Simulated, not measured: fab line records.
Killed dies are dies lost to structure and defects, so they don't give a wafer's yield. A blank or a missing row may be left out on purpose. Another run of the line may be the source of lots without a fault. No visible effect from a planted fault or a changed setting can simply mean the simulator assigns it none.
Matching of chambers ; flow n5_finfet ; 3 sister chambers for N5_BEOL_M8_CURE_74 on uv_cure-01
The step cures SiCOH lowk, time 240 s. 3 wafers are shown with their chamber, then 7 later ones without.

== EACH WAFER AND ITS CHAMBER ==
wafer;chamber;wafer_temp_C_max
L081.5;1;386.0
L085.6;2;386.7
L090.5;0;386.7

== WAFERS WITH NO CHAMBER GIVEN ==
wafer;wafer_temp_C_max
L090.6;386.8
L094.1;386.5
L094.2;386.0
L094.6;386.3
L096.1;386.0
L096.2;386.1
L096.6;386.1

== EACH ONE'S CHAMBER ==
wafer;from the rows above;in truth
L090.6;can't be placed: 0 or 2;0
L094.1;can't be placed: 0 or 2 or 1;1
L094.2;1;1
L094.6;can't be placed: 1 or 0 or 2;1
L096.1;1;1
L096.2;1;1
L096.6;1;1
Correct placement for 4 of the 7. From these rows, 3 cannot be placed; in 3 the true chamber is one of the candidates. Number placed wrongly: 0.
How it was worked out, from the rows above alone: a wafer's distance from a chamber is the root of the sum, over the readings, of the square of ((its reading less the chamber's mean) divided by the reading's scatter). If the next closest chamber is less than 2 further off than the closest, the wafer can't be placed; otherwise it belongs to the closest. For every chamber, the mean is computed from those of its wafers that are shown. The scatter: root of mean squared gap, hidden wafer to nearest shown wafer, with one shown wafer a chamber.
